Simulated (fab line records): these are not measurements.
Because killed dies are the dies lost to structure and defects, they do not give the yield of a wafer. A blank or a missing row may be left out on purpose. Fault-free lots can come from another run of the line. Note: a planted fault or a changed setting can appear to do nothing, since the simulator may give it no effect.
Chamber matching | flow nand harc | NHARC_P_M2_DEP_33 on pecvd-02: 3 sister chambers
The step deposits SiCN, target thk 30 nm. 3 wafers are shown with their chamber, then 6 later ones without.

== WAFERS PAIRED WITH THEIR CHAMBERS ==
wafer  | chamber | heater power w (W)
L149.2 | 0       | 626
L159.2 | 2       | 573
L159.4 | 1       | 624

== WAFERS WHOSE CHAMBER IS MISSING ==
wafer  | heater power w (W)
L160.1 | 633
L160.3 | 553
L160.6 | 603
L169.1 | 514
L169.3 | 547
L169.4 | 673

== THE CHAMBER EACH PASSED THROUGH ==
wafer  | from the rows above          | in truth
L160.1 | can't be placed: 0 or 1 or 2 | 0
L160.3 | can't be placed: 2 or 1 or 0 | 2
L160.6 | can't be placed: 1 or 0 or 2 | 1
L169.1 | can't be placed: 2 or 1 or 0 | 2
L169.3 | can't be placed: 2 or 1 or 0 | 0
L169.4 | can't be placed: 0 or 1 or 2 | 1
Placed correctly: 0 of 6. Cannot be placed on the basis of these rows: 6; the candidates contain the true chamber in 6. Wrongly placed: 0.
How it was worked out, from the rows above alone: a wafer's distance from a chamber is the root of the sum, over the readings, of the square of ((its reading less the chamber's mean) divided by the reading's scatter). If the next closest chamber is less than 2 further off than the closest, the wafer can't be placed; otherwise it belongs to the closest. Each chamber's mean is taken over the wafers shown for it. The scatter: root of mean squared gap, hidden wafer to nearest shown wafer, with one shown wafer a chamber.
